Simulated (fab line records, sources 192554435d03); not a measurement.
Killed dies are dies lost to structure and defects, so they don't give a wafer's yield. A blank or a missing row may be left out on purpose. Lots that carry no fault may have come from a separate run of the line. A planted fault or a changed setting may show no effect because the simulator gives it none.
fab line records ; flow n5-finfet ; part 2 of 2: steps 5 to 6 of 6
record: lots: 24; wafers: 72; last-day: 19
route steps=1938 shown BEOL_M6@1228 BEOL_M7@1300
lots that met no fault: taken from a fault-free run of the same line
start-h: hours from the record's first day to the start of the lot's first wafer shown ; wait-h: hours elapsed since this lot's preceding step ; " repeats the value in the row above ; L1.1+2: several wafers, shown together as one row ; - no value, or no start given ; * or withheld: withheld ; < > ~ a bound
route shown NAME@n: names a module that has steps shown in the file, with the first one's number in the route ; usual: mean and standard deviation over wafers with no fault ; same: alike in all rows ; chamber/n: place in a boat ; sites: readings site by site ; _std_site: standard deviation across them ; _edge_site: inner sites' mean taken away from outer sites' mean ; radius-mm: how far each site lies from the wafer's centre ; mask NAME#n: copy n ; behind: the tool/chamber that last shaped the wafer ; hold: cause of the lot's hold/its duration in hours/its outcome ; device: which transistor (n, p or np) failed to switch ; end of line: tests of these same wafers at the route's end ; for a step that has no rows: nothing shown but its recipe ; killed: the dies lost at the first sort to structure and to defects; this is not the yield of the wafer ; map: per-die view of a wafer (x killed, . not killed, _ where there is no die)
set.NAME: the setting that was run; set.NAME@STEP: the one run at that earlier step ; model.NAME: the simulator's own value behind a step, which no gauge read
the route's steps for a sample of lots (tables are steps, rows are wafers)
services: from which hour (start-h, from the record's first day; less than 0 if before it) a tool's chamber was out of use, for how many hours, and why
== steps ==
step: N5_BEOL_M6_SURFACE_TREAT_79
recipe: gas: Ar; time-s: *; ion-energy-ev: *; ion-current-ma-cm2: 0.5; pressure-mtorr: *; ar-flow-sccm: 30
usual: throttle-valve-pct: *
lot.wafer;tool;chamber;start-h;wait-h;throttle-valve-pct
L074.1;pvd-sputter-01;-;228.59;0.3;*
L074.3;pvd-sputter-01;-;228.59;0.3;*
L074.6;pvd-sputter-01;-;228.59;0.3;*
L076.1;pvd-sputter-03;-;243.69;0.2;*
L076.4;pvd-sputter-03;-;243.69;0.2;*
L076.5;pvd-sputter-03;-;243.69;0.2;*
L077.1;pvd-sputter-02;-;257.16;0.2;*
L077.4;pvd-sputter-02;-;257.16;0.2;*
L077.5;pvd-sputter-02;-;257.16;0.2;*
L075.2;pvd-sputter-01;-;261.21;0.2;*
L075.4;pvd-sputter-01;-;261.21;0.2;*
L075.6;pvd-sputter-01;-;261.21;0.2;*
L078.1;pvd-sputter-03;-;264.72;0.3;*
L078.3;pvd-sputter-03;-;264.72;0.3;*
L078.4;pvd-sputter-03;-;264.72;0.3;*
L079.1;pvd-sputter-03;-;269.30;0.2;*
L079.4;pvd-sputter-03;-;269.30;0.2;*
L079.6;pvd-sputter-03;-;269.30;0.2;*
L080.1;pvd-sputter-03;-;282.62;0.2;*
L080.4;pvd-sputter-03;-;282.62;0.2;*
L080.6;pvd-sputter-03;-;282.62;0.2;*
L081.1;pvd-sputter-01;-;292.21;0.2;*
L081.3;pvd-sputter-01;-;292.21;0.2;*
L081.4;pvd-sputter-01;-;292.21;0.2;*
L082.3;pvd-sputter-01;-;296.25;0.3;*
L082.4;pvd-sputter-01;-;296.25;0.3;*
L082.6;pvd-sputter-01;-;296.25;0.3;*
L084.1;pvd-sputter-02;-;296.37;0.4;*
L084.4;pvd-sputter-02;-;296.37;0.4;*
L084.6;pvd-sputter-02;-;296.37;0.4;*
L083.2;pvd-sputter-01;-;299.68;0.2;*
L083.4;pvd-sputter-01;-;299.68;0.2;*
L083.6;pvd-sputter-01;-;299.68;0.2;*
L085.2;pvd-sputter-03;-;308.58;0.2;*
L085.3;pvd-sputter-03;-;308.58;0.2;*
L085.4;pvd-sputter-03;-;308.58;0.2;*
L087.1;pvd-sputter-02;-;308.96;0.3;*
L087.2;pvd-sputter-02;-;308.96;0.3;*
L087.5;pvd-sputter-02;-;308.96;0.3;*
L086.1;pvd-sputter-03;-;326.83;0.2;*
L086.5;pvd-sputter-03;-;326.83;0.2;*
L086.6;pvd-sputter-03;-;326.83;0.2;*
L090.3;pvd-sputter-03;-;331.81;0.2;*
L090.4;pvd-sputter-03;-;331.81;0.2;*
L090.5;pvd-sputter-03;-;331.81;0.2;*
L089.2;pvd-sputter-01;-;332.00;0.2;*
L089.3;pvd-sputter-01;-;332.00;0.2;*
L089.6;pvd-sputter-01;-;332.00;0.2;*
L088.1;pvd-sputter-03;-;338.51;0.2;*
L088.3;pvd-sputter-03;-;338.51;0.2;*
L088.6;pvd-sputter-03;-;338.51;0.2;*
L092.1;pvd-sputter-03;-;351.40;1.5;*
L092.2;pvd-sputter-03;-;351.40;1.5;*
L092.6;pvd-sputter-03;-;351.40;1.5;*
L091.1;pvd-sputter-03;-;351.48;1.2;*
L091.2;pvd-sputter-03;-;351.48;1.2;*
L091.6;pvd-sputter-03;-;351.48;1.2;*
L093.1;pvd-sputter-03;-;362.17;0.2;*
L093.4;pvd-sputter-03;-;362.17;0.2;*
L093.6;pvd-sputter-03;-;362.17;0.2;*
L094.1;pvd-sputter-03;-;363.47;0.2;*
L094.2;pvd-sputter-03;-;363.47;0.2;*
L094.5;pvd-sputter-03;-;363.47;0.2;*
L095.2;pvd-sputter-02;-;364.68;0.2;*
L095.5;pvd-sputter-02;-;364.68;0.2;*
L095.6;pvd-sputter-02;-;364.68;0.2;*
L096.2;pvd-sputter-03;-;366.09;0.2;*
L096.4;pvd-sputter-03;-;366.09;0.2;*
L096.5;pvd-sputter-03;-;366.09;0.2;*
L097.2;pvd-sputter-03;-;374.53;0.2;*
L097.3;pvd-sputter-03;-;374.53;0.2;*
L097.6;pvd-sputter-03;-;374.53;0.2;*
step: N5_BEOL_M7_ETCH_72
recipe: chemistry: N2/H2; target: underlayer; target-depth-a: 65; mask-material: CAR-EUV; time-s: 5.2; ion-energy-ev: 200; pressure-mtorr: 30; source-w: 840; bias-w: 150; n2-flow-sccm: 200; h2-flow-sccm: 200; ends: cleared
usual: drypump-motor-current-A: 5.8/0.49; etch-rf-on-time-s: 5.15/0.096; oes-product-au: 0.69/0.067; rf-vpp-V: 524/3.1; showerhead-plenum-p-Torr: 2.55/0.11; throttle-valve-pct: 17.95/0.27
lot.wafer;tool;chamber;start-h;wait-h;drypump-motor-current-A;etch-rf-on-time-s;oes-product-au;rf-hours-counter-h;rf-vpp-V;showerhead-plenum-p-Torr;throttle-valve-pct
L074.1;rie-diel-06;1;235.03;0.0;6.5;5.13;0.63;190;525;2.51;18.15
L074.3;rie-diel-06;3;235.03;0.0;6.0;5.34;0.59;215;521;2.40;18.08
L074.6;rie-diel-06;2;235.03;0.0;6.1;5.46;0.75;-;525;2.59;17.92
L076.1;rie-diel-05;2;249.80;0.0;6.0;5.11;0.64;161;528;2.66;18.35
L076.4;rie-diel-05;3;249.80;0.0;5.2;5.26;0.60;224;523;2.52;17.69
L076.5;rie-diel-05;2;249.80;0.0;6.0;5.19;0.63;-;526;2.66;18.38
L077.1;rie-diel-06;3;263.53;0.0;6.0;5.27;0.58;225;522;2.39;18.09
L077.4;rie-diel-06;2;263.53;0.0;6.1;5.31;0.75;39;524;2.59;17.97
L077.5;rie-diel-06;0;263.53;0.0;5.3;5.10;0.64;-;516;2.34;18.15
L075.2;rie-diel-05;2;267.91;0.0;6.0;5.19;0.63;168;525;2.65;18.38
L075.4;rie-diel-05;2;267.91;0.0;6.0;5.09;0.64;-;527;2.65;18.40
L075.6;rie-diel-05;0;267.91;0.0;5.8;5.17;0.80;-;522;2.48;17.78
L078.1;rie-diel-02;2;271.35;0.0;5.3;5.07;0.67;147;522;2.43;17.86
L078.3;rie-diel-02;1;271.35;0.0;6.6;5.19;0.72;54;530;2.70;17.83
L078.4;rie-diel-02;3;271.35;0.0;5.3;5.17;0.73;69;524;2.58;18.21
L079.1;rie-diel-06;2;275.72;0.0;6.1;5.28;0.74;44;526;2.59;17.97
L079.4;rie-diel-06;1;275.72;0.0;6.5;5.07;0.63;-;522;2.51;18.19
L079.6;rie-diel-06;0;275.72;0.0;5.2;5.12;0.65;-;519;2.34;18.14
L080.1;rie-diel-02;0;290.25;0.0;6.2;4.99;0.79;20;525;2.61;17.41
L080.4;rie-diel-02;2;290.25;0.0;5.3;5.06;0.67;153;522;2.43;17.86
L080.6;rie-diel-02;1;290.25;0.0;6.5;5.14;0.73;-;528;2.70;17.85
L081.1;rie-diel-02;1;297.80;0.0;6.6;5.17;0.71;62;528;2.70;17.87
L081.3;rie-diel-02;0;297.80;0.0;6.2;4.97;0.78;22;523;2.61;17.40
L081.4;rie-diel-02;3;297.80;0.0;5.3;5.07;0.73;76;525;2.57;18.23
L082.3;rie-diel-02;1;303.03;0.0;6.5;5.15;0.71;64;528;2.70;17.87
L082.4;rie-diel-02;0;303.03;0.0;6.1;5.00;0.77;24;525;2.61;17.39
L082.6;rie-diel-02;3;303.03;0.0;5.2;5.05;0.73;-;525;2.57;18.24
L084.1;rie-diel-06;0;303.08;0.0;5.3;5.06;0.63;165;518;2.34;18.15
L084.4;rie-diel-06;2;303.08;0.0;6.1;5.36;0.73;52;525;2.59;17.96
L084.6;rie-diel-06;2;303.08;0.0;6.1;5.32;0.72;-;525;2.59;17.96
L083.2;rie-diel-02;1;306.93;0.0;6.5;5.21;0.71;64;530;2.69;17.86
L083.4;rie-diel-02;2;306.93;0.0;5.3;5.14;0.65;157;520;2.43;17.89
L083.6;rie-diel-02;0;306.93;0.0;6.1;5.13;0.77;-;526;2.61;17.40
L085.2;rie-diel-06;1;314.78;0.0;6.5;5.09;0.61;215;524;2.50;18.21
L085.3;rie-diel-06;2;314.78;0.0;6.1;5.37;0.71;56;525;2.58;17.97
L085.4;rie-diel-06;3;314.78;0.0;6.0;5.28;0.58;237;518;2.39;18.13
L087.1;rie-diel-05;0;315.09;0.0;5.8;5.12;0.75;38;524;2.47;17.79
L087.2;rie-diel-05;1;315.09;0.0;5.7;5.22;0.82;10;526;2.61;17.70
L087.5;rie-diel-05;0;315.09;0.0;5.8;5.14;0.75;-;521;2.47;17.79
L086.1;rie-diel-05;2;334.16;0.0;6.0;5.13;0.62;188;528;2.64;18.42
L086.5;rie-diel-05;0;334.16;0.0;5.8;5.22;0.74;-;524;2.47;17.81
L086.6;rie-diel-05;2;334.16;0.0;6.0;5.14;0.61;-;527;2.64;18.42
L090.3;rie-diel-02;1;337.14;0.0;6.6;5.14;0.71;73;528;2.69;17.90
L090.4;rie-diel-02;3;337.14;0.0;5.2;5.07;0.72;86;526;2.57;18.26
L090.5;rie-diel-02;0;337.14;0.0;6.1;5.03;0.76;-;527;2.60;17.40
L089.2;rie-diel-05;2;337.30;0.0;6.0;5.18;0.62;190;526;2.64;18.46
L089.3;rie-diel-05;0;337.30;0.0;5.8;5.14;0.75;45;524;2.47;17.80
L089.6;rie-diel-05;0;337.30;0.0;5.8;5.16;0.75;-;524;2.47;17.79
L088.1;rie-diel-02;3;347.81;0.0;5.2;5.06;0.72;89;525;2.57;18.26
L088.3;rie-diel-02;1;347.81;0.0;6.6;5.18;0.70;76;529;2.69;17.90
L088.6;rie-diel-02;1;347.81;0.0;6.6;5.19;0.69;-;529;2.69;17.89
L092.1;rie-diel-02;1;361.01;0.0;6.6;5.16;0.69;81;527;2.69;17.88
L092.2;rie-diel-02;0;361.01;0.0;6.2;5.02;0.76;38;525;2.60;17.45
L092.6;rie-diel-02;2;361.01;0.0;5.3;5.07;0.64;-;522;2.42;17.93
L091.1;rie-diel-02;3;361.49;0.0;5.2;5.14;0.72;94;525;2.56;18.25
L091.2;rie-diel-02;0;361.49;0.0;6.2;5.10;0.75;38;523;2.60;17.44
L091.6;rie-diel-02;3;361.49;0.0;5.3;5.14;0.71;-;523;2.57;18.28
L093.1;rie-diel-02;0;368.83;0.0;6.1;5.01;0.74;40;525;2.60;17.44
L093.4;rie-diel-02;2;368.83;0.0;5.3;5.12;0.64;177;522;2.42;17.91
L093.6;rie-diel-02;2;368.83;0.0;5.3;5.15;0.64;-;521;2.42;17.93
L094.1;rie-diel-06;3;370.96;0.0;6.0;5.07;0.85;1;531;2.70;17.80
L094.2;rie-diel-06;1;370.96;0.0;6.5;5.09;0.62;233;523;2.49;18.24
L094.5;rie-diel-06;0;370.96;0.0;5.2;5.08;0.62;-;519;2.33;18.19
L095.2;rie-diel-05;2;371.23;0.0;6.0;5.14;0.61;200;526;2.64;18.43
L095.5;rie-diel-05;1;371.23;0.0;5.6;5.28;0.77;-;525;2.60;17.74
L095.6;rie-diel-05;2;371.23;0.0;6.0;5.17;0.61;-;525;2.64;18.43
L096.2;rie-diel-02;0;374.30;0.0;6.1;5.00;0.74;42;525;2.60;17.45
L096.4;rie-diel-02;3;374.30;0.0;5.2;5.10;0.70;98;524;2.56;18.27
L096.5;rie-diel-02;0;374.30;0.0;6.2;5.01;0.74;-;527;2.60;17.44
L097.2;rie-diel-06;3;382.71;0.0;6.0;5.16;0.83;4;530;2.70;17.77
L097.3;rie-diel-06;0;382.71;0.0;5.3;5.12;0.62;192;517;2.32;18.18
L097.6;rie-diel-06;3;382.71;0.0;6.0;5.17;0.84;-;528;2.70;17.78
== services ==
tool;chamber;start-h;hours;kind
rie-diel-06;3;210.04;5.9;repair
rie-diel-05;-;215.11;2.8;pm
rie-diel-04;3;217.41;-;clean
rie-diel-04;3;217.41;-;consumable-replace:focus-ring
rie-diel-04;3;217.41;-;consumable-replace:showerhead
rie-diel-04;3;217.41;30.8;scheduled-down
rie-diel-04;3;217.41;30.8;vent-cycle
pvd-sputter-02;-;228.43;5.9;repair
rie-diel-01;0;236.26;2.0;repair
rie-diel-01;1;242.72;9.3;repair
rie-diel-03;1;252.93;10.3;repair
rie-diel-04;2;296.24;7.2;repair
rie-diel-06;-;299.45;1.1;repair
rie-diel-05;2;308.01;10.4;repair
rie-diel-01;0;335.79;-;clean
rie-diel-01;0;335.79;-;consumable-replace:focus-ring
rie-diel-03;0;346.69;3.6;repair
rie-diel-02;0;347.03;9.0;repair
rie-diel-04;2;349.27;-;clean
rie-diel-06;1;354.73;9.2;repair
rie-diel-03;3;355.22;1.7;repair
rie-diel-03;0;357.58;3.6;repair
rie-diel-04;0;357.66;5.9;repair
rie-diel-03;-;374.21;0.7;repair
